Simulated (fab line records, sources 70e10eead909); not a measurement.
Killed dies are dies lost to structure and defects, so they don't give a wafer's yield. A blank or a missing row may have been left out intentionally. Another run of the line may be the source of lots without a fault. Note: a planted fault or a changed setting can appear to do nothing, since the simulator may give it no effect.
fab line records | flow nandHarc
[record] lots = 13 wafers = 39 lastDay = 25
route steps=1159 shown A_M0@1012 THIN_TSV@1122 END@1159
lots that met no fault: from a run of the same line without faults
startH: hours from the record's first day to the start of the lot's first wafer shown | waitH: hours from the lot's prior step to this one | " identical to the entry in the row above | L1.1+2: a row that stands for several wafers | - either no value or no given start | * or withheld: withheld | < > ~ a bound
route shown NAME@n: names a module that has steps shown in the file, with the first one's number in the route | usual: average and standard deviation across the fault-free wafers | same: alike in all rows | chamber/n: place in a boat | sites: readings site by site | _std_site: how widely they spread, as a standard deviation | _edge_site: inner sites' mean taken away from outer sites' mean | radiusMm: for every site, how far away it sits from the centre of the wafer | mask NAME#n: copy n | behind: the tool/chamber that last shaped the wafer | hold: reason for holding the lot/hours on hold/outcome of the hold | device: transistor that didn't switch, given as n, p or np | end of line: tests run on the same wafers once the route is complete | step lacking rows: just its recipe | killed: the dies lost at the first sort to structure and to defects; this is not the yield of the wafer | map: per-die view of a wafer (x killed, . not killed, _ where there is no die)
set.NAME: the run value of the setting; set.NAME@STEP: its run value at that earlier step | model.NAME: the simulator's own value behind a step, which no gauge read
steps of the route over a sample of lots; a table a step, a row a wafer
services: a tool's chamber out of use, with start hour (startH, from the record's first day; less than 0 if before it), hours out, and reason
[[steps]]
[step NHARC_A_M0_STRIP_19]
[recipe] timeS = 600 tempC = 30 chemistry = postEtchResidueRemover
// columns lot.wafer tool chamber startH waitH
L119.6+2+1 wetBench-02 5,7,1 411.79 -
L122.2+4+6 wetBench-02 2,5,7 418.78 -
L126.2+4+5 wetBench-02 2,3,4 428.01 -
L124.6+1+3 wetBench-01 1,2,3 432.36 -
L127.3+4+1 wetBench-01 5,7,0 457.28 -
L125.1+5+6 wetBench-01 6,0,1 462.50 -
L136.3+5+1 wetBench-02 4,5,7 504.34 -
L132.4+2+3 wetBench-01 0,2,4 504.93 -
L131.1+2+4 wetBench-04 0,2,4 506.82 -
L133.1+3+4 wetBench-01 3,5,6 507.58 -
L137.2+4+5 wetBench-01 3,4,5 520.20 -
L141.5+6+1 wetBench-04 7,1,4 529.03 -
L142.5+4+2 wetBench-02 6,7,1 544.20 -
[step NHARC_THIN_TSV_STRIP_45]
[recipe] powerW = 1500 tempC = 250 chemistry = O2
[usual] drypumpMotorCurrentA = 5.7/0.39 heaterPowerW = 337/37
// columns lot.wafer tool chamber startH waitH drypumpMotorCurrentA heaterPowerW rfHoursCounterH
L119.1 plasmaAsher-01 1 442.97 0.1 6.2 345 53
L119.2 " 0 " " 5.6 323 53
L119.6 " 1 " " 6.2 341 -
L122.2 plasmaAsher-02 0 445.50 0.2 5.8 393 24
L122.4 " 1 " " 5.1 281 -
L122.6 " 1 " " 5.0 282 -
L126.2 plasmaAsher-02 1 455.41 1.1 5.0 276 29
L126.4 " 1 " " 5.1 286 -
L126.5 " 1 " " 5.1 285 -
L124.1 plasmaAsher-02 0 458.63 0.7 5.7 394 32
L124.3 " 1 " " 5.1 292 -
L124.6 " 1 " " 5.0 296 -
L127.1 plasmaAsher-02 1 482.61 0.1 5.1 295 42
L127.3 " 1 " " 5.1 284 -
L127.4 " 0 " " 5.7 392 -
L125.1 plasmaAsher-02 0 486.92 0.1 5.7 396 44
L125.6 " 0 " " 5.8 381 -
L125.5 " 1 " " 5.1 285 -
L136.1 plasmaAsher-02 1 532.51 0.4 5.1 284 57
L136.3 " 1 " " 5.1 284 -
L136.5 " 1 " " 5.1 287 -
L132.2 plasmaAsher-01 0 533.41 0.1 5.6 327 21
L132.4 " 0 " " 5.6 323 -
L132.3 " 1 " " 6.2 345 -
L131.1 plasmaAsher-01 0 534.42 0.1 5.6 324 21
L131.2 " 1 " " 6.2 338 21
L131.4 " 0 " " 5.6 326 -
L133.1 plasmaAsher-01 0 535.80 0.1 5.6 329 22
L133.4 " 1 " " 6.2 332 -
L133.3 " 0 " " 5.6 327 -
L137.2 plasmaAsher-01 1 544.66 0.1 6.2 347 28
L137.4 " 1 " " 6.2 346 -
L137.5 " 1 " " 6.2 339 -
L141.1 plasmaAsher-01 1 554.16 0.1 6.1 347 33
L141.5 " 0 " " 5.5 322 -
L141.6 " 1 " " 6.2 339 -
L142.2 plasmaAsher-01 0 567.88 0.1 5.6 328 39
L142.4 " 0 " " 5.6 330 -
L142.5 " 1 " " 6.2 340 -
[step NHARC_THIN_TSV_CMP_21]
[recipe] tOverpolishS = 30 targetThkNm = 2000
[usual] motorCurrentA = 12.0/0.83 overpolishRunS = 29.999/0.0091 slurryFilterDpKPa = 13.51/0.12
// columns lot.wafer tool chamber startH waitH motorCurrentA overpolishRunS slurryFilterDpKPa
L119.1 cmp-04 1 446.37 - 12.7 29.991 13.69
L119.2 " 2 " " 11.7 29.998 13.63
L119.6 " 1 " " 12.5 30.002 13.57
L122.2 cmp-02 3 448.86 - 13.0 29.987 13.74
L122.4 " 0 " " 12.4 30.002 13.51
L122.6 " 0 " " 12.4 30.008 13.52
L126.4 cmp-02 2 459.30 - 13.1 29.997 13.60
L126.2 " 0 " " 12.5 29.986 13.63
L126.5 " 2 " " 12.6 30.014 13.40
L124.1 cmp-04 2 462.21 - 11.1 29.984 13.43
L124.3 " 3 " " 13.4 30.005 13.31
L124.6 " 0 " " 12.4 29.987 13.38
L127.1 cmp-02 2 485.92 - 12.4 30.012 13.42
L127.3 " 3 " " 13.3 29.996 13.35
L127.4 " 0 " " 12.7 30.004 13.50
L125.1 cmp-04 2 490.23 - 11.2 30.006 13.78
L125.5 " 1 " " 12.0 29.987 13.52
L125.6 " 2 " " 11.1 30.004 13.63
L136.1 cmp-03 3 535.80 - 12.9 30.008 13.54
L136.3 " 1 " " 11.3 29.995 13.65
L136.5 " 3 " " 12.1 29.997 13.28
L132.2 cmp-03 1 536.68 - 11.0 29.995 13.40
L132.3 " 2 " " 11.9 29.993 13.54
L132.4 " 0 " " 10.4 29.997 13.27
L131.1 cmp-03 2 537.84 - 11.6 29.992 13.54
L131.4 " 0 " " 10.7 29.999 13.52
L131.2 " 1 " " 11.5 29.999 13.56
L133.3 cmp-02 2 539.68 - 12.6 30.004 13.44
L133.1 " 3 " " 13.3 30.015 13.71
L133.4 " 0 " " 13.0 30.004 13.41
L137.4 cmp-02 3 548.17 - 12.9 30.009 13.58
L137.2 " 0 " " 12.6 29.990 13.46
L137.5 " 1 " " 11.4 29.995 13.31
L141.1 cmp-04 2 557.44 - 11.4 30.003 13.67
L141.6 " 1 " " 12.4 29.999 13.53
L141.5 " 2 " " 11.6 29.985 13.34
L142.2 cmp-03 1 571.09 - 11.3 29.982 13.44
L142.4 " 3 " " 11.8 30.000 13.54
L142.5 " 1 " " 11.6 30.009 13.37
[step NHARC_THIN_TSV_CD_MEAS_33]
[recipe] targetCdNm = 5000 landingEnergyEv = 500
[usual] cdNm = 4998.1/2.1
// columns lot.wafer tool chamber startH waitH cdNm
L119.1 cdSem-03 0 447.81 - 4997.1
L119.2 " 0 " " 4998.7
L119.6 " 0 " " 4996.4
L122.2 cdSem-03 0 450.48 - 4995.7
L122.4 " 0 " " 4995.6
L122.6 " 0 " " 4996.5
L126.2 cdSem-03 0 460.90 - 5001.1
L126.4 " 0 " " 4997.7
L126.5 " 0 " " 4998.7
L124.1 cdSem-03 0 463.93 - 5000.9
L124.3 " 0 " " 4995.1
L124.6 " 0 " " 4995.7
L127.1 cdSem-02 0 487.35 - 4997.6
L127.3 " 0 " " 5001.2
L127.4 " 0 " " 4997.3
L125.1 cdSem-01 0 491.80 - 4995.5
L125.5 " 0 " " 4995.3
L125.6 " 0 " " 4996.6
L136.1 cdSem-01 0 537.43 - 4997.3
L136.3 " 0 " " 4996.5
L136.5 " 0 " " 4998.3
L132.2 cdSem-01 0 538.15 - 4996.4
L132.3 " 0 " " 4997.1
L132.4 " 0 " " 4994.3
L131.1 cdSem-01 0 539.44 - 4997.7
L131.2 " 0 " " 4998.6
L131.4 " 0 " " 4998.0
L133.1 cdSem-01 0 541.15 - 4998.7
L133.3 " 0 " " 4997.1
L133.4 " 0 " " 4998.7
L137.2 cdSem-02 0 549.72 - 5002.0
L137.4 " 0 " " 5003.4
L137.5 " 0 " " 5000.8
L141.1 cdSem-03 0 559.02 - 4994.6
L141.5 " 0 " " 4994.6
L141.6 " 0 " " 4995.4
L142.2 cdSem-01 0 572.56 - 5001.6
L142.4 " 0 " " 5000.4
L142.5 " 0 " " 4999.0
[step NHARC_END_SORT_01]
[recipe] tempC = 25
[usual] defectLimitedYield = 95.8/1.3 killedAtArray = 24/8.7 killedAtOther = 0.8/1.2 killedAtPeriphery = 3.6/2.3 killedDies = 28/8.9 killedOpen = 3.2/1.9 killedShort = 2.0/1.6 sort_bin_2_pct = 1.3/0.57 sort_bin_3_pct = 0.22/0.19 sort_bin_4_pct = 2.7/0.89 sortNPass = 649/8.9 sortRimYieldPct = 95/3.1 sortYieldPct = 95.8/1.3
[same] grossDies = 677 sort_bin_5_pct[%] = 0 sort_bin_6_pct[%] = 0 sort_bin_7_pct[%] = 0 sort_bin_8_pct[%] = 0 sortRimNGross = 106.00
// columns lot.wafer tool chamber startH waitH defectLimitedYield[%] killedAtArray killedAtOther killedAtPeriphery killedDies killedOpen killedShort sort_bin_2_pct[%] sort_bin_3_pct[%] sort_bin_4_pct[%] sortNPass sortRimYieldPct[%] sortYieldPct[%]
L119.1 prober-02 0 464.84 2.5 95.4 28 1 2 31 2 2 0.9 0.44 3.2 646 97 95.4
L119.2 prober-02 0 465.64 2.8 96.3 23 0 2 25 4 1 1.8 0.15 1.8 652 97 96.3
L119.6 prober-02 0 468.85 4.0 97.2 17 0 2 19 1 3 0.7 0 2.1 658 94 97.2
L122.2 prober-02 0 473.42 2.8 95.6 27 0 3 30 4 2 1.2 0.30 3.0 647 95 95.6
L122.4 prober-02 0 474.97 3.3 95.3 27 1 4 32 1 5 1.8 0.15 2.8 645 92 95.3
L122.6 prober-02 0 476.52 3.9 95.9 26 1 1 28 5 3 1.0 0 3.1 649 94 95.9
L126.2 prober-02 0 481.13 2.8 97.3 16 0 2 18 4 4 0.9 0.15 1.6 659 99 97.3
L126.4 prober-02 0 482.72 3.4 96.6 18 0 5 23 6 2 0.7 0.15 2.5 654 97 96.6
L126.5 prober-02 0 483.52 3.7 97.3 17 0 1 18 4 2 1.2 0.15 1.3 659 98 97.3
L124.1 prober-01 0 487.92 2.5 94.1 35 1 4 40 1 2 2.8 0.15 3.0 637 92 94.1
L124.3 prober-01 0 489.50 3.1 95.4 26 1 4 31 3 1 0.6 0.30 3.7 646 91 95.4
L124.6 prober-01 0 491.88 4.0 95.4 28 1 2 31 2 2 1.9 0.15 2.5 646 92 95.4
L127.1 prober-02 0 496.76 2.5 94.4 30 0 8 38 2 2 1.6 0.44 3.5 639 95 94.4
L127.3 prober-02 0 498.38 3.1 95.9 22 1 5 28 2 2 1.6 0.44 2.1 649 92 95.9
L127.4 prober-02 0 499.19 3.4 94.8 24 2 9 35 7 3 1.9 0.15 3.1 642 98 94.8
L125.1 prober-01 0 504.42 2.4 95.6 24 3 3 30 4 2 1.3 0.44 2.7 647 92 95.6
L125.5 prober-01 0 507.66 3.7 96.0 26 1 0 27 2 3 1.3 0.15 2.5 650 94 96.0
L125.6 prober-01 0 508.47 4.1 96.2 25 0 1 26 2 2 1.2 0.15 2.5 651 94 96.2
L136.1 prober-02 0 546.14 2.5 95.3 31 0 1 32 0 1 1.3 0.30 3.1 645 92 95.3
L136.3 prober-02 0 547.75 3.1 94.5 36 0 1 37 1 3 2.4 0.15 3.0 640 87 94.5
L136.5 prober-02 0 549.37 3.7 95.6 30 0 0 30 2 1 1.9 0.44 2.1 647 97 95.6
L132.2 prober-01 0 546.96 2.8 96.6 14 1 8 23 3 2 1.2 0.44 1.8 654 96 96.6
L132.3 prober-01 0 547.76 3.1 95.4 23 0 8 31 6 3 0.9 0.15 3.5 646 96 95.4
L132.4 prober-01 0 548.56 3.4 96.9 13 1 7 21 1 5 0.7 0.15 2.2 656 98 96.9
L133.1 prober-01 0 553.93 2.5 95.3 31 1 0 32 1 0 1.5 0.30 3.0 645 92 95.3
L133.3 prober-01 0 555.50 3.1 83.9 107 1 1 109 3 0 5.8 3.99 6.4 568 97 83.9
L133.4 prober-01 0 556.29 3.4 93.4 42 0 3 45 8 1 2.5 0.30 3.8 632 85 93.4
L131.1 prober-02 0 553.94 2.5 95.0 26 4 4 34 3 4 2.1 0.59 2.4 643 94 95.0
L131.2 prober-02 0 554.76 2.8 93.9 29 2 10 41 6 3 2.7 0.15 3.2 636 97 93.9
L131.4 prober-02 0 556.40 3.4 96.0 20 1 6 27 3 1 1.3 0 2.7 650 97 96.0
L137.2 prober-01 0 570.34 2.8 98.5 7 0 3 10 3 0 0.7 0 0.7 667 98 98.5
L137.4 prober-01 0 571.94 3.4 97.3 11 1 6 18 1 3 0.7 0.30 1.6 659 95 97.3
L137.5 prober-01 0 572.74 3.7 85.4 93 1 5 99 2 2 6.4 2.81 5.5 578 97 85.4
L141.1 prober-01 0 577.35 2.5 97.0 18 2 0 20 2 0 0.9 0 2.1 657 99 97.0
L141.5 prober-01 0 580.56 3.7 97.2 18 0 1 19 0 1 0.7 0.15 1.9 658 96 97.2
L141.6 prober-01 0 581.37 4.0 95.9 26 0 2 28 3 7 1.3 0.15 2.7 649 97 95.9
L142.2 prober-01 0 585.93 2.8 96.0 17 5 5 27 1 3 1.3 0.15 2.5 650 96 96.0
L142.4 prober-01 0 587.50 3.3 96.3 13 6 6 25 1 3 1.6 0.15 1.9 652 95 96.3
L142.5 prober-01 0 588.28 3.6 95.9 19 3 6 28 2 2 1.3 0.15 2.7 649 94 95.9
// killed by level:class
L119.1 A_SLIT:chamberFilmFlake=13 A_M1:chamberFilmFlake=4 A_CHANNEL_HOLE_D1:chamberFilmFlake=3 A_STAIRCASE:chamberFilmFlake=2 A_CONTACT:chamberFilmFlake=2 P_CONTACT:geometricParticle:short=1 A_CHANNEL_FILL_D1:geometricParticle:short=1 A_CHANNEL_FILL_D1:geometricParticle:open=1
L119.2 A_SLIT:chamberFilmFlake=10 A_CONTACT:chamberFilmFlake=6 A_M1:chamberFilmFlake=4 A_CONTACT:geometricParticle:open=2 P_CONTACT:geometricParticle:open=1 P_M0:geometricParticle:short=1 A_SOURCE_PLATE:geometricParticle:open=1
L119.6 A_SLIT:chamberFilmFlake=11 A_CONTACT:chamberFilmFlake=2 P_STI:geometricParticle:short=1 P_BONDPAD:geometricParticle:short=1 A_CHANNEL_FILL_D1:geometricParticle:open=1 A_SGD_CUT:geometricParticle:short=1 A_CHANNEL_HOLE_D1:chamberFilmFlake=1 A_STAIRCASE:chamberFilmFlake=1
L122.2 A_SLIT:chamberFilmFlake=10 A_CHANNEL_HOLE_D1:chamberFilmFlake=9 A_SGD_CUT:geometricParticle:short=2 A_CONTACT:geometricParticle:open=2 P_STI:chamberFilmFlake=2 P_GATE:geometricParticle:open=1 A_WL_FILL:geometricParticle:open=1 A_CHANNEL_FILL_D1:chamberFilmFlake=1
L122.4 A_CHANNEL_HOLE_D1:chamberFilmFlake=13 A_SLIT:chamberFilmFlake=7 P_STI:chamberFilmFlake=4 A_ONON_D1:geometricParticle:short=2 A_CONTACT:chamberFilmFlake=2 A_BLC:geometricParticle:open=1 A_BLC:geometricParticle:short=1 A_M1:geometricParticle:short=1
L122.6 A_SLIT:chamberFilmFlake=8 A_CHANNEL_HOLE_D1:chamberFilmFlake=7 A_STAIRCASE:chamberFilmFlake=4 A_BLC:geometricParticle:open=2 A_SOURCE_PLATE:geometricParticle:open=1 A_CHANNEL_FILL_D1:geometricParticle:short=1 A_WL_FILL:geometricParticle:short=1 A_BLC:geometricParticle:short=1
L126.2 A_STAIRCASE:chamberFilmFlake=4 A_CONTACT:chamberFilmFlake=4 A_WL_FILL:geometricParticle:short=3 P_GATE:geometricParticle:open=1 P_M1:geometricParticle:open=1 A_ONON_D1:geometricParticle:open=1 A_M0:geometricParticle:short=1 A_M0:geometricParticle:open=1
L126.4 A_CHANNEL_HOLE_D1:chamberFilmFlake=5 A_STAIRCASE:chamberFilmFlake=4 A_CONTACT:chamberFilmFlake=4 P_M0:geometricParticle:open=2 P_GATE:geometricParticle:open=1 P_M1:geometricParticle:open=1 A_ONON_D1:geometricParticle:short=1 A_CONTACT:geometricParticle:open=1
L126.5 A_STAIRCASE:chamberFilmFlake=4 A_CONTACT:chamberFilmFlake=4 A_M0:geometricParticle:open=2 A_WL_FILL:geometricParticle:short=1 A_WL_FILL:geometricParticle:open=1 A_BLC:geometricParticle:open=1 A_M0:geometricParticle:short=1 P_STI:chamberFilmFlake=1
L124.1 A_STAIRCASE:chamberFilmFlake=12 A_SLIT:chamberFilmFlake=10 A_SGD_CUT:chamberFilmFlake=6 A_CHANNEL_HOLE_D1:chamberFilmFlake=3 P_CONTACT:geometricParticle:open=1 P_M0:geometricParticle:short=1 A_CHANNEL_FILL_D1:geometricParticle:short=1 P_M0:chamberFilmFlake=1
L124.3 A_STAIRCASE:chamberFilmFlake=8 A_SGD_CUT:chamberFilmFlake=8 A_SLIT:chamberFilmFlake=6 A_CHANNEL_HOLE_D1:chamberFilmFlake=2 P_CONTACT:geometricParticle:open=1 P_M0:geometricParticle:short=1 P_M1:geometricParticle:open=1 A_BLC:geometricParticle:open=1
L124.6 A_STAIRCASE:chamberFilmFlake=7 A_SLIT:chamberFilmFlake=7 A_CHANNEL_HOLE_D1:chamberFilmFlake=5 A_SGD_CUT:chamberFilmFlake=3 A_CONTACT:chamberFilmFlake=2 P_M0:geometricParticle:open=1 A_CHANNEL_HOLE_D1:geometricParticle:short=1 A_WL_FILL:geometricParticle:short=1
L127.1 A_SLIT:chamberFilmFlake=15 A_STAIRCASE:chamberFilmFlake=4 A_WL_FILL:chamberFilmFlake=3 A_CONTACT:chamberFilmFlake=3 A_CONTACT:geometricParticle:short=2 P_ZERO_WELL:chamberFilmFlake=2 P_STI:chamberFilmFlake=2 P_M2:chamberFilmFlake=2
L127.3 A_SLIT:chamberFilmFlake=7 A_WL_FILL:chamberFilmFlake=4 P_M2:chamberFilmFlake=3 A_CHANNEL_HOLE_D1:chamberFilmFlake=3 P_ZERO_WELL:chamberFilmFlake=2 A_STAIRCASE:chamberFilmFlake=2 A_CONTACT:chamberFilmFlake=2 A_ONON_D1:geometricParticle:open=1
L127.4 A_SLIT:chamberFilmFlake=13 P_ZERO_WELL:chamberFilmFlake=3 P_M0:geometricParticle:open=2 P_M2:chamberFilmFlake=2 A_CONTACT:chamberFilmFlake=2 P_CONTACT:geometricParticle:open=1 A_ONON_D1:geometricParticle:short=1 A_CHANNEL_HOLE_D1:geometricParticle:open=1
L125.1 A_CHANNEL_HOLE_D1:chamberFilmFlake=14 A_CONTACT:chamberFilmFlake=4 THIN_TSV:chamberFilmFlake=3 A_ONON_D1:geometricParticle:open=2 A_STAIRCASE:chamberFilmFlake=2 P_CONTACT:geometricParticle:open=1 P_M2:geometricParticle:open=1 A_ONON_D1:geometricParticle:short=1
L125.5 A_CHANNEL_HOLE_D1:chamberFilmFlake=14 A_STAIRCASE:chamberFilmFlake=4 A_CHANNEL_FILL_D1:geometricParticle:short=2 A_CONTACT:geometricParticle:open=2 A_ONON_D1:geometricParticle:short=1 A_ZERO_WELL:chamberFilmFlake=1 A_WL_FILL:chamberFilmFlake=1 A_CONTACT:chamberFilmFlake=1
L125.6 A_CHANNEL_HOLE_D1:chamberFilmFlake=17 A_STAIRCASE:chamberFilmFlake=2 A_SGD_CUT:geometricParticle:short=1 A_WL_FILL:geometricParticle:open=1 A_WL_FILL:geometricParticle:short=1 A_CONTACT:geometricParticle:open=1 P_GATE:chamberFilmFlake=1 A_WL_FILL:chamberFilmFlake=1
L136.1 A_CHANNEL_HOLE_D1:chamberFilmFlake=22 A_SLIT:chamberFilmFlake=9 P_CONTACT:geometricParticle:short=1
L132.2 A_STAIRCASE:chamberFilmFlake=5 A_CONTACT:chamberFilmFlake=4 P_ZERO_WELL:chamberFilmFlake=3 A_CONTACT:geometricParticle:open=2 P_STI:chamberFilmFlake=2 A_CHANNEL_HOLE_D1:chamberFilmFlake=2 P_M1:geometricParticle:short=1 A_ONON_D1:geometricParticle:open=1
L136.3 A_CHANNEL_HOLE_D1:chamberFilmFlake=17 A_SLIT:chamberFilmFlake=13 A_ONON_D1:geometricParticle:short=1 A_CHANNEL_FILL_D1:geometricParticle:short=1 A_CONTACT:geometricParticle:short=1 A_CONTACT:geometricParticle:open=1 P_M0:chamberFilmFlake=1 A_STAIRCASE:chamberFilmFlake=1
L132.3 A_CONTACT:chamberFilmFlake=6 A_CHANNEL_HOLE_D1:chamberFilmFlake=5 A_STAIRCASE:chamberFilmFlake=4 A_CONTACT:geometricParticle:open=3 P_ZERO_WELL:chamberFilmFlake=3 P_M1:chamberFilmFlake=3 P_STI:geometricParticle:open=1 A_ONON_D1:geometricParticle:short=1
L132.4 P_M1:chamberFilmFlake=5 A_STAIRCASE:chamberFilmFlake=4 A_CHANNEL_HOLE_D1:geometricParticle:short=2 A_CHANNEL_HOLE_D1:chamberFilmFlake=2 A_CONTACT:chamberFilmFlake=2 P_M2:geometricParticle:short=1 A_SGD_CUT:geometricParticle:open=1 A_WL_FILL:geometricParticle:short=1
L136.5 A_CHANNEL_HOLE_D1:chamberFilmFlake=13 A_SLIT:chamberFilmFlake=11 A_CHANNEL_FILL_D1:geometricParticle:open=1 A_BLC:geometricParticle:short=1 A_M1:geometricParticle:open=1 A_CHANNEL_FILL_D1:chamberFilmFlake=1 A_WL_FILL:chamberFilmFlake=1 A_BLC:chamberFilmFlake=1
L133.1 A_CHANNEL_HOLE_D1:chamberFilmFlake=15 A_SLIT:chamberFilmFlake=10 A_CONTACT:chamberFilmFlake=3 A_M0:chamberFilmFlake=2 A_SGD_CUT:geometricParticle:open=1 THIN_TSV:chamberFilmFlake=1
L131.1 A_CHANNEL_HOLE_D1:chamberFilmFlake=13 A_CONTACT:chamberFilmFlake=5 THIN_TSV:chamberFilmFlake=4 A_CHANNEL_FILL_D1:geometricParticle:short=3 P_M1:chamberFilmFlake=3 A_CHANNEL_FILL_D1:geometricParticle:open=1 A_WL_FILL:geometricParticle:open=1 A_CONTACT:geometricParticle:open=1
L131.2 A_CHANNEL_HOLE_D1:chamberFilmFlake=10 P_M1:chamberFilmFlake=6 A_CONTACT:chamberFilmFlake=5 A_M0:chamberFilmFlake=4 A_CONTACT:geometricParticle:open=3 THIN_TSV:chamberFilmFlake=2 P_M0:geometricParticle:short=1 P_M0:geometricParticle:open=1
L133.3 A_M0:unspecified=81 A_CHANNEL_HOLE_D1:chamberFilmFlake=13 A_SLIT:chamberFilmFlake=8 P_M1:geometricParticle:open=1 A_SGD_CUT:geometricParticle:open=1 A_BLC:geometricParticle:open=1 A_ZERO_WELL:chamberFilmFlake=1 A_STAIRCASE:chamberFilmFlake=1
L133.4 A_CHANNEL_HOLE_D1:chamberFilmFlake=16 A_SLIT:chamberFilmFlake=15 A_BLC:geometricParticle:open=3 A_CONTACT:chamberFilmFlake=2 P_CONTACT:geometricParticle:open=1 P_M0:geometricParticle:open=1 A_ONON_D1:geometricParticle:short=1 A_ONON_D1:geometricParticle:open=1
L131.4 A_CHANNEL_HOLE_D1:chamberFilmFlake=14 P_M1:chamberFilmFlake=4 A_CONTACT:chamberFilmFlake=3 P_M1:geometricParticle:open=1 P_BONDPAD:geometricParticle:open=1 A_CHANNEL_FILL_D1:geometricParticle:short=1 A_CONTACT:geometricParticle:open=1 A_M0:chamberFilmFlake=1
L137.2 A_CHANNEL_HOLE_D1:chamberFilmFlake=4 P_M1:geometricParticle:open=1 A_ONON_D1:geometricParticle:open=1 A_M0:geometricParticle:open=1 P_GATE:chamberFilmFlake=1 P_BONDPAD:chamberFilmFlake=1 A_CHANNEL_FILL_D1:chamberFilmFlake=1
L137.4 A_CHANNEL_HOLE_D1:chamberFilmFlake=7 P_M0:geometricParticle:short=2 P_STI:chamberFilmFlake=2 P_GATE:chamberFilmFlake=2 A_CHANNEL_FILL_D1:geometricParticle:short=1 A_CONTACT:geometricParticle:open=1 A_SLIT:chamberFilmFlake=1 A_BLC:chamberFilmFlake=1
L137.5 A_M0:unspecified=81 P_STI:chamberFilmFlake=4 A_CHANNEL_HOLE_D1:chamberFilmFlake=2 A_CHANNEL_FILL_D1:chamberFilmFlake=2 A_STAIRCASE:chamberFilmFlake=2 A_CHANNEL_FILL_D1:geometricParticle:open=1 A_SGD_CUT:geometricParticle:short=1 A_CONTACT:geometricParticle:open=1
L141.1 A_CHANNEL_HOLE_D1:chamberFilmFlake=7 A_CONTACT:chamberFilmFlake=3 A_BLC:geometricParticle:open=1 A_M0:geometricParticle:open=1 A_ZERO_WELL:chamberFilmFlake=1 A_CHANNEL_FILL_D1:chamberFilmFlake=1 A_STAIRCASE:chamberFilmFlake=1 A_SGD_CUT:chamberFilmFlake=1
L141.5 A_CHANNEL_HOLE_D1:chamberFilmFlake=12 A_CHANNEL_FILL_D1:chamberFilmFlake=3 A_ONON_D1:geometricParticle:short=1 P_ZERO_WELL:chamberFilmFlake=1 A_ZERO_WELL:chamberFilmFlake=1 A_CONTACT:chamberFilmFlake=1
L141.6 A_CHANNEL_HOLE_D1:chamberFilmFlake=10 A_STAIRCASE:chamberFilmFlake=5 A_ONON_D1:geometricParticle:short=2 A_WL_FILL:geometricParticle:short=2 A_CHANNEL_FILL_D1:chamberFilmFlake=2 P_M0:geometricParticle:short=1 P_M0:geometricParticle:open=1 A_CHANNEL_HOLE_D1:geometricParticle:short=1
L142.2 A_CONTACT:chamberFilmFlake=8 THIN_TSV:chamberFilmFlake=5 A_CHANNEL_FILL_D1:chamberFilmFlake=3 A_STAIRCASE:chamberFilmFlake=3 P_STI:chamberFilmFlake=2 P_STI:geometricParticle:short=1 A_SLIT:geometricParticle:short=1 A_CONTACT:geometricParticle:short=1
L142.4 A_CONTACT:chamberFilmFlake=7 THIN_TSV:chamberFilmFlake=6 P_STI:chamberFilmFlake=3 P_ZERO_WELL:chamberFilmFlake=2 A_ONON_D1:geometricParticle:open=1 A_ONON_D1:geometricParticle:short=1 A_CHANNEL_FILL_D1:geometricParticle:short=1 A_BLC:geometricParticle:short=1
L142.5 A_CONTACT:chamberFilmFlake=9 A_CHANNEL_FILL_D1:chamberFilmFlake=5 P_STI:chamberFilmFlake=3 A_STAIRCASE:chamberFilmFlake=2 THIN_TSV:chamberFilmFlake=2 P_GATE:geometricParticle:short=1 P_CONTACT:geometricParticle:open=1 A_STAIRCASE:geometricParticle:open=1
[[services]]
// columns tool chamber startH hours kind
wetBench-01 - 389.60 8.0 pm
wetBench-01 0 397.60 - consumableReplace:bath
wetBench-01 0 397.60 - consumableReplace:filter
wetBench-01 1 397.60 - consumableReplace:bath
cmp-04 - 399.07 4.0 pm
cmp-03 - 413.52 0.5 repair
cmp-02 - 422.50 4.0 pm
cmp-03 - 450.00 4.0 pm
plasmaAsher-01 - 453.17 9.0 pm
plasmaAsher-01 0 453.17 9.0 ventCycle
plasmaAsher-01 1 453.17 9.0 ventCycle
wetBench-04 - 461.17 2.5 repair
plasmaAsher-01 0 462.17 - clean
plasmaAsher-01 1 462.17 - clean
cmp-04 - 497.07 4.0 pm
cmp-03 - 498.86 1.4 repair
cmp-03 - 504.44 1.6 repair
wetBench-04 - 515.26 8.0 pm
cmp-02 - 520.60 4.0 pm
wetBench-02 - 532.00 8.0 pm
plasmaAsher-02 - 537.08 9.0 pm
cmp-03 - 548.00 4.0 pm
cmp-04 - 559.93 3.2 repair
wetBench-01 - 565.60 8.0 pm
[[key]]
[firstSign] step = NHARC_END_SORT_01 reading = killedAtArray direction = up sigmas = 8.7 usual = 24 struck = 100
[effect] step = NHARC_END_SORT_01 reading = killedDies direction = up sigmas = 8.5 usual = 28 struck = 104
[moreKillsBornAt] NHARC_A_M0_STRIP_19@wetBench-01 = 162
metAt NHARC_A_M0_STRIP_19
struckLots L133,L137
struckWafers L133.3,L137.5
notActingAt NHARC_THIN_TSV_STRIP_45,NHARC_THIN_TSV_CMP_21,NHARC_THIN_TSV_CD_MEAS_33
onsetBetween 457.28 507.58
[fault] kind = chamberParticleSource tool = wetBench-01 chamber = 5 onsetH = 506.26 steps = NHARC_A_M0_STRIP_19 ratePerVisitCm2 = 0.7337 endH = 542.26
